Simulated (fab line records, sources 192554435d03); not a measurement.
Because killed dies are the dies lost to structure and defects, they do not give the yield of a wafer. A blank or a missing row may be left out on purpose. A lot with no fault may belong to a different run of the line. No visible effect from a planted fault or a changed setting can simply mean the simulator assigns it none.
Lot-split experiment -- flow n5 finfet -- route with 1938 steps; 7 lots, 21 wafers read

## ON THE SPLIT
At N5_STI_FIN_REVEAL_ETCHBACK_08 (etches SiO2 in C4F6/O2, target depth 30.5 nm, time 10.167 s), the setting time s was moved away from the recipe's 10.167 s on 7 of the 21 wafers read, by -15.7% to +22.3%. All remaining wafers had this setting at the recipe value.

## FROM THE SPLIT TO THE READING: what the file shows between them, 4 steps
- N5_STI_FIN_REVEAL_PRECLEAN_17: cleans in NF3:NH3, afs cycles 1, time 20 s, sublimation time 60 s (also split here: time s)
- N5_STI_FIN_REVEAL_ETCH_34: etches Si in H2, material Si, target depth 0.97 nm
- N5_STI_FIN_REVEAL_OXIDATION_31: chemistry O2 PLASMA REMOTE, time 20 s
- N5_STI_FIN_REVEAL_SRD_23: time 30 s

## THE READING
trench depth nm, in nm, at N5_STI_FIN_REVEAL_FIN_H_MEAS_10. Typical for fault-free wafers on this fab line: 52.1 nm, with standard deviation 0.82 nm.

wafer,"tool, chamber at the split","time s as run, s",against the recipe,"trench depth nm, nm",against lot-mates on the recipe
L076.3,"rie diel-04, 2",12.43,+22.3%,57.9,+5.9
L076.4,"rie diel-04, 3,2",10.167,recipe,52.7,-
L076.6,"rie diel-04, 3,2",10.167,recipe,51.4,-
L077.1,"rie diel-06, 2,0,0",10.167,recipe,52.1,-
L077.2,"rie diel-06, 2,0,0",10.167,recipe,52.1,-
L077.6,"rie diel-06, 2,0,0",10.167,recipe,52.7,-
L079.2,"rie diel-04, 2,0",8.567,-15.7%,46.2,-5.8
L079.4,"rie diel-04, 0",10.167,recipe,52.0,-
L079.6,"rie diel-04, 2,0",8.567,-15.7%,46.8,-5.2
L080.1,"rie diel-04, 2,3,0",10.167,recipe,51.1,-
L080.4,"rie diel-04, 2,3,0",10.167,recipe,51.4,-
L080.5,"rie diel-04, 2,3,0",10.167,recipe,51.5,-
L081.2,"rie diel-06, 0,3,0",10.167,recipe,50.2,-
L081.3,"rie diel-06, 0,3,0",10.167,recipe,50.3,-
L081.6,"rie diel-06, 0,3,0",10.167,recipe,50.5,-
L084.2,"rie diel-04, 0,1",10.82,+6.4%,54.0,+2.3
L084.4,"rie diel-04, 1",10.167,recipe,51.7,-
L084.6,"rie diel-04, 0,1",10.82,+6.4%,53.2,+1.5
L085.1,"rie diel-05, 2,0",8.591,-15.5%,46.9,-4.4
L085.3,"rie diel-05, 0",10.167,recipe,51.3,-
L085.6,"rie diel-05, 2,0",8.591,-15.5%,47.1,-4.2
Where a row lists several chambers, the file gives one row for several wafers and doesn't say which wafer went through which chamber.

FIT RESULTS
A straight line over all 21 wafers: trench depth nm changes by +0.3 nm for each +1% of time s; r = +0.97; the points scatter about the line by 0.69 nm.
The same after taking each lot's own level away (the mean of its wafers on the recipe; 21 wafers): +0.295 nm for each +1%; r = +0.99; scatter 0.44 nm.
According to that fit, moving time s by its largest amount changes the reading by 6.6 nm.
The span of the lots' own levels, 50.33 to 52.30 nm, comes to 2.4 times the standard deviation stated above.
Consequently the slope shifts little with the lot-to-lot level, the two slopes agreeing.
Check: with one of the wafers moved furthest among these (+22.3%) left out of the fit, the line predicts +6.92 nm for it against its lot-mates. Against them it came out at +5.85 nm.

## THE OTHER SPLITS THESE WAFERS WENT THROUGH
These wafers also went through other splits before the reading. Each is held against what the fit with the lots' levels taken away leaves over:
other split on the same wafers,wafers away from the commonest value,r with trench depth nm (lot level and that fit taken away)
N5_WELL_APT_COAT_02 spin rpm,3,-0.13
N5_WELL_APT_EXPOSE_05 dose mj,6,-0.05
N5_FIN_SAQP_SPACER1_ALD_24 temp c,4,+0.07
N5_STI_FIN_REVEAL_PRECLEAN_17 time s,6,+0.15

## THE WHOLE CHAIN: every reading that the file lists as answering this split, in the file's order
step,what it does,reading,change (the file's fit),r (the file's)
N5_STI_FIN_REVEAL_FIN_H_MEAS_10,,trench depth nm,+0.287 nm for each +1% of the setting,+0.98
N5_PASSIVATION_PROBE_49,,sort yield pct,"+4.66 % for each +1% of the setting, in a fit together with none",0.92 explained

## FILE'S OWN FIT
trench depth nm changes by +0.287 nm for each +1% of time s, r = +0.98.
